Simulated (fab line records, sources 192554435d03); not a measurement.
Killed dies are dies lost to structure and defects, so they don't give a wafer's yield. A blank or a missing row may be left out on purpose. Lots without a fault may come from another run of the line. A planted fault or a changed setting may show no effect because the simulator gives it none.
fab line records | flow n5_finfet
record lots=7 wafers=39
route steps=1938 shown BEOL_M13@1696 BEOL_M15@1809
start_h: hours from the record's first day to the start of the lot's first wafer shown | wait_h: hours since the lot's step before | " the same as in the row above | L1.1+2: a row that stands for several wafers | - no value, or no start given | * or withheld: withheld | < > ~ a bound
route shown NAME@n: a module of which the file shows steps, and the number in the route of the first | usual: mean/standard deviation of fault-free wafers | same: alike in all rows | chamber/n: place in a boat | sites: the reading at each site | _std_site: their standard deviation | _edge_site: outer sites' mean less inner sites' | radius_mm: how far each site lies from the wafer's centre | mask NAME#n: copy n | behind: the tool/chamber that last shaped the wafer | hold: why the lot was held/for how many hours/how that ended | device: the transistor (n, p or np) that didn't switch | end of line: the same wafers' tests at the end of the route | a step without rows: its recipe alone | killed: dies lost to structure and defects at the first sort, not the wafer's yield | map: a wafer's dies, x killed, . not, _ none there
set.NAME: the setting as run; set.NAME@STEP: as run at that earlier step | model.NAME: the simulator's own value behind a step, which no gauge read
lots whose settings were changed on purpose; a table a step, a row a wafer
## steps
# step N5_BEOL_M13_TRENCH_ETCH_34
# recipe chemistry=C4F8/O2/Ar target=SiOC target_depth_a=4134.7 mask_material=SOC pressure_mtorr=30 source_w=3000 bias_w=700 Ar_flow_sccm=400 C4F8_flow_sccm=15 O2_flow_sccm=8 he_inner_torr=15 he_outer_torr=30 time_s=162.6 ion_energy_ev=250
# columns lot.wafer tool chamber start_h wait_h set.target_depth_a model.etch.depth_nm
L075.1 rie_diel-03 0 257.15 0.0 5527 550.9
L075.2 " 3 " " 5527 544.5
L075.3 " 2 " " 4134.7 407.2
L075.4 " 1 " " 5527 551.4
L075.5 " 1 " " 4134.7 414.8
L075.6 " 0 " " 4134.7 414.9
L080.1 rie_diel-03 1 296.23 0.0 4134.7 411.5
L080.2 " 2 " " 4134.7 404.7
L080.3 " 3 " " 5338 529.3
L080.4 " 0 " " 5338 533.5
L080.5 " 3 " " 4134.7 410
L080.6 " 0 " " 5338 535.7
L082.1 rie_diel-02 2 296.48 0.0 4134.7 416
L082.2 " 1 " " 4134.7 415.8
L082.3 " 0 " " 4134.7 416.1
L082.4 " 1 " " 4134.7 418.4
L082.5 " 2 " " 4134.7 412.5
L082.6 " 0 " " 4134.7 410
L081.1 rie_diel-02 3 305.48 0.0 4134.7 409
L081.2 " 1 " " 3159 317.2
L081.3 " 2 " " 3159 312.4
L081.4 " 3 " " 3159 311.7
L081.5 " 2 " " 4134.7 411.2
L081.6 " 1 " " 4134.7 415.6
L087.4 rie_diel-03 1 317.27 0.0 4134.7 410.8
L087.5 " 3 " " 4134.7 408.3
L087.6 " 0 " " 4134.7 418
L091.1 rie_diel-03 0 361.36 0.0 4134.7 413.4
L091.2 " 1 " " 4134.7 411.1
L091.3 " 3 " " 4134.7 404.1
L091.4+5 " 2 " " 4134.7 409.2
L091.6 " 1 " " 4134.7 410.8
L096.1 rie_diel-03 3 401.47 0.0 5462 544.7
L096.2 " 0 " " 4134.7 417.3
L096.3 " 1 " " 5462 548.5
L096.4 " 2 " " 5462 545.9
L096.5 " 0 " " 4134.7 417.9
L096.6 " 3 " " 4134.7 413.3
# step N5_BEOL_M13_STRIP_70
# recipe chemistry=C4F8/O2/Ar resist=SiARC rf_frequency_hz=6e+07
# step N5_BEOL_M13_OCD_MEAS_35
# usual trench_depth_nm=411/4.8
# columns lot.wafer tool chamber start_h wait_h set.target_depth_a@BEOL_M13_TRENCH_ETCH_34 trench_depth_nm
L075.1 ocd-02 - 257.32 0.0 5527 551
L075.2 " - " " 5527 544
L075.3 " - " " 4134.7 407
L075.4 " - " " 5527 552
L075.5 " - " " 4134.7 415
L075.6 " - " " 4134.7 415
L080.1 ocd-02 - 296.41 0.0 4134.7 412
L080.2 " - " " 4134.7 405
L080.3 " - " " 5338 529
L080.4 " - " " 5338 533
L080.5 " - " " 4134.7 410
L080.6 " - " " 5338 535
L082.1 ocd-02 - 296.65 0.0 4134.7 416
L082.2 " - " " 4134.7 416
L082.3 " - " " 4134.7 416
L082.4 " - " " 4134.7 419
L082.5 " - " " 4134.7 413
L082.6 " - " " 4134.7 410
L081.1 ocd-02 - 305.66 0.0 4134.7 409
L081.2 " - " " 3159 317
L081.3 " - " " 3159 312
L081.4 " - " " 3159 311
L081.5 " - " " 4134.7 411
L081.6 " - " " 4134.7 416
L087.4 ocd-01 - 317.45 0.0 4134.7 411
L087.5 " - " " 4134.7 408
L087.6 " - " " 4134.7 418
L091.1 ocd-01 - 361.54 0.0 4134.7 414
L091.2 " - " " 4134.7 411
L091.3 " - " " 4134.7 404
L091.4 " - " " 4134.7 409
L091.5 " - " " 4134.7 409
L091.6 " - " " 4134.7 411
L096.1 ocd-01 - 401.65 0.0 5462 545
L096.2 " - " " 4134.7 417
L096.3 " - " " 5462 548
L096.4 " - " " 5462 545
L096.5 " - " " 4134.7 418
L096.6 " - " " 4134.7 414
# step N5_BEOL_M13_STRIP_37
# recipe chemistry=N2/H2 power_w=1000 temp_c=250 h2_frac=0.65 overash_fraction=0.3 pressure_mtorr=withheld n2_flow_sccm=1750 h2_flow_sccm=3250
# step N5_BEOL_M13_ETCH_38
# recipe chemistry=CF4/N2 target=SiCN target_depth_a=675 taper_deg=2 time_s=71.9 ion_energy_ev=150 mask_material=SiO2 pressure_mtorr=40 source_w=430 bias_w=70 Ar_flow_sccm=100 cf4_flow_sccm=60 n2_flow_sccm=60
# step N5_BEOL_M13_ECD_47
# recipe material=Cu target_thk_a=9360
# step N5_BEOL_M13_ANNEAL_48
# recipe temp_c=225 time_s=90 ambient=N2
# step N5_BEOL_M13_CMP_49
# recipe stop_on=SiOC t_overpolish_s=17.1 down_force_psi=1 platen_rpm=50 clearing_platen_down_force_psi=1.5 clearing_platen_rpm=50 post_cmp_clean=cu_alkaline target_thk_nm=420 clearing_platen_pad_velocity_m_s=0.99484 pad_velocity_m_s=0.99484
# columns lot.wafer tool chamber start_h wait_h set.target_depth_a@BEOL_M13_TRENCH_ETCH_34 model.Cu_of_BEOL_M13_ECD_47.thk_nm
L075.3 cmp-04 2 262.43 0.2 4134.7 413.2
L075.1 " 3 " " 5527 557.6
L075.2 " 0 " " 5527 551.6
L075.4 " 1 " " 5527 558.4
L075.6 " 2 " " 4134.7 421.6
L075.5 " 3 " " 4134.7 420
L080.4 cmp-04 1 297.94 0.1 5338 539.6
L080.3 " 2 " " 5338 536
L080.2 " 3 " " 4134.7 410.8
L080.1 " 0 " " 4134.7 418.8
L080.6 " 1 " " 5338 542
L080.5 " 2 " " 4134.7 415.6
L082.3 cmp-01 2 302.87 0.2 4134.7 422.8
L082.1 " 3 " " 4134.7 421
L082.2 " 0 " " 4134.7 422.6
L082.4 " 1 " " 4134.7 424.2
L082.5 " 2 " " 4134.7 418
L082.6 " 3 " " 4134.7 415.2
L081.1 cmp-04 2 308.59 0.3 4134.7 415.8
L081.2 " 3 " " 3159 323.4
L081.3 " 0 " " 3159 319.2
L081.4 " 1 " " 3159 318.2
L081.6 " 2 " " 4134.7 422.6
L081.5 " 3 " " 4134.7 417.4
L087.4 cmp-03 3 320.01 0.2 4134.7 416.4
L087.6 " 0 " " 4134.7 426.2
L087.5 " 1 " " 4134.7 415
L091.2 cmp-04 0 362.70 0.2 4134.7 419
L091.1 " 1 " " 4134.7 421.8
L091.4 " 2 " " 4134.7 416.4
L091.3 " 3 " " 4134.7 410.2
L091.5 " 0 " " 4134.7 417.2
L091.6 " 1 " " 4134.7 418.8
L096.3 cmp-04 2 404.80 0.2 5462 556.4
L096.1 " 3 " " 5462 551.2
L096.4 " 0 " " 5462 554.4
L096.2 " 1 " " 4134.7 424.4
L096.6 " 2 " " 4134.7 419.2
L096.5 " 3 " " 4134.7 424.2
# step N5_BEOL_M13_THK_MEAS_50
# recipe thk_meas_gauge=xrf reads=Cu_of_BEOL_M13_ECD_47
# usual M13_THK=416/5.7
# columns lot.wafer tool chamber start_h wait_h set.target_depth_a@BEOL_M13_TRENCH_ETCH_34 M13_THK[nm]
L075.1 film_metro-01 - 262.73 - 5527 554
L075.2 " - " " 5527 546
L075.3 " - " " 4134.7 412
L075.4 " - " " 5527 557
L075.5 " - " " 4134.7 420
L075.6 " - " " 4134.7 420
L080.1 film_metro-02 - 298.23 - 4134.7 413
L080.2 " - " " 4134.7 407
L080.3 " - " " 5338 533
L080.4 " - " " 5338 533
L080.5 " - " " 4134.7 413
L080.6 " - " " 5338 538
L082.1 film_metro-01 - 303.16 - 4134.7 419
L082.2 " - " " 4134.7 420
L082.3 " - " " 4134.7 423
L082.4 " - " " 4134.7 421
L082.5 " - " " 4134.7 415
L082.6 " - " " 4134.7 412
L081.1 film_metro-01 - 308.88 - 4134.7 409
L081.2 " - " " 3159 318
L081.3 " - " " 3159 314
L081.4 " - " " 3159 314
L081.5 " - " " 4134.7 412
L081.6 " - " " 4134.7 416
L087.4 film_metro-02 - 320.20 - 4134.7 412
L087.5 " - " " 4134.7 410
L087.6 " - " " 4134.7 422
L091.1 film_metro-01 - 363.00 - 4134.7 420
L091.2 " - " " 4134.7 415
L091.3 " - " " 4134.7 407
L091.4 " - " " 4134.7 413
L091.5 " - " " 4134.7 417
L091.6 " - " " 4134.7 416
L096.1 film_metro-02 - 405.09 - 5462 550
L096.2 " - " " 4134.7 424
L096.3 " - " " 5462 555
L096.4 " - " " 5462 553
L096.5 " - " " 4134.7 422
L096.6 " - " " 4134.7 419
# step N5_BEOL_M13_PRE_CLEAN_52
# recipe gas=NH3 time_s=15 temp_c=withheld rf_power_w=300
# step N5_BEOL_M13_DEP_53
# recipe material=SiCN target_thk_a=500 temp_c=withheld precursor=3MS/NH3 pressure_torr=3 rf_w=675 time_s=17.8
# step N5_BEOL_M13_RS_MEAS_54
# recipe thk_meas_gauge=four-point-probe reads=Cu_of_BEOL_M13_ECD_47+Ta_of_BEOL_M13_SPUTTER_44+TaN_of_BEOL_M13_SPUTTER_43
# usual M13_RS=0.0452/0.00052
# columns lot.wafer tool chamber start_h wait_h set.target_depth_a@BEOL_M13_TRENCH_ETCH_34 M13_RS[ohm/sq]
L075.1 film_metro-01 - 262.85 0.0 5527 0.0336
L075.2 " - " " 5527 0.0340
L075.3 " - " " 4134.7 0.0457
L075.4 " - " " 5527 0.0335
L075.5 " - " " 4134.7 0.0449
L075.6 " - " " 4134.7 0.0449
L080.1 film_metro-01 - 298.36 0.0 4134.7 0.0452
L080.2 " - " " 4134.7 0.0460
L080.3 " - " " 5338 0.0349
L080.4 " - " " 5338 0.0348
L080.5 " - " " 4134.7 0.0455
L080.6 " - " " 5338 0.0345
L082.1 film_metro-02 - 303.29 0.0 4134.7 0.0448
L082.2 " - " " 4134.7 0.0447
L082.3 " - " " 4134.7 0.0447
L082.4 " - " " 4134.7 0.0444
L082.5 " - " " 4134.7 0.0452
L082.6 " - " " 4134.7 0.0455
L081.1 film_metro-01 - 309.01 0.0 4134.7 0.0453
L081.2 " - " " 3159 0.0590
L081.3 " - " " 3159 0.0598
L081.4 " - " " 3159 0.0600
L081.5 " - " " 4134.7 0.0453
L081.6 " - " " 4134.7 0.0447
L087.4 film_metro-01 - 320.32 0.0 4134.7 0.0454
L087.5 " - " " 4134.7 0.0456
L087.6 " - " " 4134.7 0.0443
L091.1 film_metro-01 - 363.12 0.0 4134.7 0.0448
L091.2 " - " " 4134.7 0.0451
L091.3 " - " " 4134.7 0.0461
L091.4 " - " " 4134.7 0.0454
L091.5 " - " " 4134.7 0.0453
L091.6 " - " " 4134.7 0.0451
L096.1 film_metro-02 - 405.22 0.0 5462 0.0340
L096.2 " - " " 4134.7 0.0444
L096.3 " - " " 5462 0.0336
L096.4 " - " " 5462 0.0338
L096.5 " - " " 4134.7 0.0444
L096.6 " - " " 4134.7 0.0450
# step N5_BEOL_M15_TRENCH_ETCH_34
# recipe chemistry=C4F8/O2/Ar target=SiO2 target_depth_a=8729.3 he_inner_torr=15 he_outer_torr=30 time_s=199 ion_energy_ev=800 pressure_mtorr=20 source_w=1905 bias_w=2040 Ar_flow_sccm=400 C4F8_flow_sccm=16 O2_flow_sccm=12
# columns lot.wafer tool chamber start_h wait_h set.target_depth_a model.etch.depth_nm model.coat_of_BEOL_M15_COAT_22.thk_nm
L075.1 rie_diel-03 3 270.70 0.0 8729.3 856.7 548.2
L075.2 " 1 " " 8729.3 870.2 546.6
L075.3 " 0 " " 6979 696 581.2
L075.4 " 2 " " 6979 688.1 586.8
L075.5 " 3 " " 6979 686.8 582.8
L075.6 " 0 " " 8729.3 870.2 548.8
L080.1 rie_diel-03 1 307.18 0.0 3656 364.5 643.4
L080.2 " 2 " " 8729.3 858 546
L080.3 " 0 " " 3656 363.5 645.4
L080.4 " 3 " " 8729.3 840.9 551.6
L080.5 " 1 " " 3656 364 646.2
L080.6 " 2 " " 8729.3 853.9 548.6
L082.1 rie_diel-03 0 313.82 0.0 8729.3 866.5 546.6
L082.2 " 1 " " 12380 1231 475.6
L082.3 " 2 " " 12380 1208 482.6
L082.4 " 3 " " 12380 1204 482.2
L082.5 " 3 " " 8729.3 849.1 548.4
L082.6 " 0 " " 8729.3 862.8 550
L081.1 rie_diel-02 2 317.61 0.0 8729.3 867.9 548.6
L081.2 " 3 " " 11260 1136 488.6
L081.3 " 1 " " 11260 1142 493.8
L081.4 " 0 " " 8729.3 871.2 548.6
L081.5 " 2 " " 11260 1129 494.6
L081.6 " 3 " " 8729.3 888.5 536.2
L087.4 rie_diel-04 0 327.44 0.0 8729.3 913.1 532.6
L087.5 " 1 " " 8729.3 886.6 537.8
L087.6 " 2 " " 8729.3 869.8 541.8
L091.1 rie_diel-02 3 371.56 0.0 12990 1343 447.2
L091.2 " 0 " " 8729.3 863.4 554.6
L091.3 " 1 " " 12990 1296 464.6
L091.4 " 2 " " 8729.3 865.1 550.6
L091.5 " 2 " " 8729.3 865.2 551
L091.6 " 3 " " 12990 1332 448.6
L096.1 rie_diel-03 0 418.98 0.0 4792 474.7 628
L096.2 " 1 " " 8729.3 877.2 548
L096.3 " 2 " " 4792 473.7 628.8
L096.4 " 1 " " 8729.3 878.1 546.2
L096.5 " 2 " " 4792 474.6 626.2
L096.6 " 0 " " 8729.3 869.8 550.8
# step N5_BEOL_M15_STRIP_36
# recipe chemistry=O2 power_w=600 temp_c=60 pressure_mtorr=30 rf_frequency_hz=6e+07 bias_power_w=0 overash_fraction=0.3 o2_flow_sccm=225
# step N5_BEOL_M15_ECD_47
# recipe material=Cu target_thk_a=18600
# step N5_BEOL_M15_ANNEAL_48
# recipe temp_c=225 time_s=90 ambient=N2
# step N5_BEOL_M15_CMP_49
# recipe stop_on=SiO2 t_overpolish_s=4.9 down_force_psi=2 platen_rpm=80 clearing_platen_down_force_psi=2 clearing_platen_rpm=80 post_cmp_clean=cu_alkaline target_thk_nm=850 clearing_platen_pad_velocity_m_s=1.5917 pad_velocity_m_s=1.5917
# columns lot.wafer tool chamber start_h wait_h set.target_depth_a@BEOL_M15_TRENCH_ETCH_34 model.Cu_of_BEOL_M15_ECD_47.thk_nm
L075.1 cmp-04 3 276.24 0.3 8729.3 834.2
L075.4 " 0 " " 6979 667
L075.3 " 1 " " 6979 675
L075.2 " 2 " " 8729.3 849.2
L075.5 " 3 " " 6979 665
L075.6 " 0 " " 8729.3 848
L080.3 cmp-02 3 310.20 0.2 3656 342.4
L080.4 " 0 " " 8729.3 819.4
L080.1 " 1 " " 3656 344.4
L080.2 " 2 " " 8729.3 836.2
L080.6 " 3 " " 8729.3 832.6
L080.5 " 0 " " 3656 342.2
L082.2 cmp-02 0 317.18 0.2 12380 1208
L082.1 " 1 " " 8729.3 845.4
L082.4 " 2 " " 12380 1182
L082.3 " 3 " " 12380 1187
L082.6 " 0 " " 8729.3 840.4
L082.5 " 1 " " 8729.3 828.2
L081.2 cmp-01 1 320.33 0.2 11260 1112
L081.1 " 2 " " 8729.3 844.8
L081.4 " 3 " " 8729.3 847.6
L081.3 " 0 " " 11260 1119
L081.5 " 1 " " 11260 1104
L081.6 " 2 " " 8729.3 865
L087.4 cmp-04 1 331.01 0.2 8729.3 890
L087.6 " 0 " " 8729.3 846.2
L087.5 " 1 " " 8729.3 865.2
L091.2 cmp-02 3 375.10 0.2 8729.3 841.2
L091.4 " 0 " " 8729.3 843.6
L091.1 " 1 " " 12990 1322
L091.3 " 2 " " 12990 1274
L091.5 " 3 " " 8729.3 843.4
L091.6 " 0 " " 12990 1310
L096.3 cmp-02 3 421.30 0.2 4792 451.4
L096.2 " 0 " " 8729.3 854.4
L096.1 " 1 " " 4792 451.8
L096.4 " 2 " " 8729.3 856
L096.5 " 3 " " 4792 453.4
L096.6 " 0 " " 8729.3 846.8
# step N5_BEOL_M15_THK_MEAS_50
# recipe thk_meas_gauge=xrf reads=Cu_of_BEOL_M15_ECD_47
# usual M15_THK=841/14
# columns lot.wafer tool chamber start_h wait_h set.target_depth_a@BEOL_M15_TRENCH_ETCH_34 M15_THK[nm]
L075.1 film_metro-02 - 276.53 - 8729.3 833
L075.2 " - " " 8729.3 847
L075.3 " - " " 6979 675
L075.4 " - " " 6979 666
L075.5 " - " " 6979 662
L075.6 " - " " 8729.3 842
L080.1 film_metro-01 - 310.49 - 3656 344
L080.2 " - " " 8729.3 833
L080.3 " - " " 3656 342
L080.4 " - " " 8729.3 817
L080.5 " - " " 3656 343
L080.6 " - " " 8729.3 831
L082.1 film_metro-01 - 317.48 - 8729.3 833
L082.2 " - " " 12380 1189
L082.3 " - " " 12380 1177
L082.4 " - " " 12380 1167
L082.5 " - " " 8729.3 821
L082.6 " - " " 8729.3 831
L081.1 film_metro-02 - 320.63 - 8729.3 844
L081.2 " - " " 11260 1113
L081.3 " - " " 11260 1119
L081.4 " - " " 8729.3 849
L081.5 " - " " 11260 1105
L081.6 " - " " 8729.3 862
L087.4 film_metro-01 - 331.27 - 8729.3 885
L087.5 " - " " 8729.3 857
L087.6 " - " " 8729.3 843
L091.1 film_metro-02 - 375.39 - 12990 1307
L091.2 " - " " 8729.3 836
L091.3 " - " " 12990 1263
L091.4 " - " " 8729.3 839
L091.5 " - " " 8729.3 838
L091.6 " - " " 12990 1296
L096.1 film_metro-02 - 421.59 - 4792 449
L096.2 " - " " 8729.3 848
L096.3 " - " " 4792 449
L096.4 " - " " 8729.3 854
L096.5 " - " " 4792 450
L096.6 " - " " 8729.3 842
# step N5_BEOL_M15_PRE_CLEAN_52
# recipe gas=NH3 time_s=15 temp_c=withheld rf_power_w=300
# step N5_BEOL_M15_DEP_53
# recipe material=SiCN target_thk_a=500 temp_c=withheld precursor=3MS/NH3 pressure_torr=3 rf_w=675 time_s=17.8
# step N5_BEOL_M15_RS_MEAS_54
# recipe thk_meas_gauge=four-point-probe reads=Cu_of_BEOL_M15_ECD_47+Ta_of_BEOL_M15_SPUTTER_44+TaN_of_BEOL_M15_SPUTTER_43
# usual M15_RS=0.0217/0.00037
# columns lot.wafer tool chamber start_h wait_h set.target_depth_a@BEOL_M15_TRENCH_ETCH_34 M15_RS[ohm/sq]
L075.1 film_metro-01 - 276.66 0.0 8729.3 0.0220
L075.2 " - " " 8729.3 0.0215
L075.3 " - " " 6979 0.0273
L075.4 " - " " 6979 0.0276
L075.5 " - " " 6979 0.0277
L075.6 " - " " 8729.3 0.0216
L080.1 film_metro-01 - 310.62 0.0 3656 0.0546
L080.2 " - " " 8729.3 0.0219
L080.3 " - " " 3656 0.0548
L080.4 " - " " 8729.3 0.0224
L080.5 " - " " 3656 0.0549
L080.6 " - " " 8729.3 0.0220
L082.1 film_metro-01 - 317.61 0.0 8729.3 0.0217
L082.2 " - " " 12380 0.0151
L082.3 " - " " 12380 0.0154
L082.4 " - " " 12380 0.0155
L082.5 " - " " 8729.3 0.0222
L082.6 " - " " 8729.3 0.0218
L081.1 film_metro-01 - 320.75 0.0 8729.3 0.0217
L081.2 " - " " 11260 0.0165
L081.3 " - " " 11260 0.0163
L081.4 " - " " 8729.3 0.0217
L081.5 " - " " 11260 0.0165
L081.6 " - " " 8729.3 0.0212
L087.4 film_metro-01 - 331.40 0.0 8729.3 0.0206
L087.5 " - " " 8729.3 0.0212
L087.6 " - " " 8729.3 0.0216
L091.1 film_metro-02 - 375.52 0.0 12990 0.0138
L091.2 " - " " 8729.3 0.0217
L091.3 " - " " 12990 0.0143
L091.4 " - " " 8729.3 0.0217
L091.5 " - " " 8729.3 0.0217
L091.6 " - " " 12990 0.0139
L096.1 film_metro-02 - 421.72 0.0 4792 0.0411
L096.2 " - " " 8729.3 0.0214
L096.3 " - " " 4792 0.0411
L096.4 " - " " 8729.3 0.0214
L096.5 " - " " 4792 0.0410
L096.6 " - " " 8729.3 0.0216
## key
split step=N5_BEOL_M13_TRENCH_ETCH_34 setting=target_depth_a stated=4134.7 by=wafer
response step=N5_BEOL_M13_TRENCH_ETCH_34 reading=model.etch.depth_nm change=+4.12 per=1% r=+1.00
response step=N5_BEOL_M13_OCD_MEAS_35 reading=trench_depth_nm change=+4.12 per=1% r=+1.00
response step=N5_BEOL_M13_CMP_49 reading=model.Cu_of_BEOL_M13_ECD_47.thk_nm change=+4.14 per=1% r=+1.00
response step=N5_BEOL_M13_THK_MEAS_50 reading=M13_THK change=+4.1 per=1% r=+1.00
response step=N5_BEOL_M13_RS_MEAS_54 reading=M13_RS change=-0.00039 per=1% r=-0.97
split step=N5_BEOL_M15_TRENCH_ETCH_34 setting=target_depth_a stated=8729.3 by=wafer
response step=N5_BEOL_M15_TRENCH_ETCH_34 reading=model.etch.depth_nm change=+8.78 per=1% r=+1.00
response step=N5_BEOL_M15_TRENCH_ETCH_34 reading=model.coat_of_BEOL_M15_COAT_22.thk_nm change=-1.77 per=1% r=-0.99
response step=N5_BEOL_M15_CMP_49 reading=model.Cu_of_BEOL_M15_ECD_47.thk_nm change=+8.77 per=1% r=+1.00
response step=N5_BEOL_M15_THK_MEAS_50 reading=M15_THK change=+8.7 per=1% r=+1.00
response step=N5_BEOL_M15_RS_MEAS_54 reading=M15_RS change=-0.000343 per=1% r=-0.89
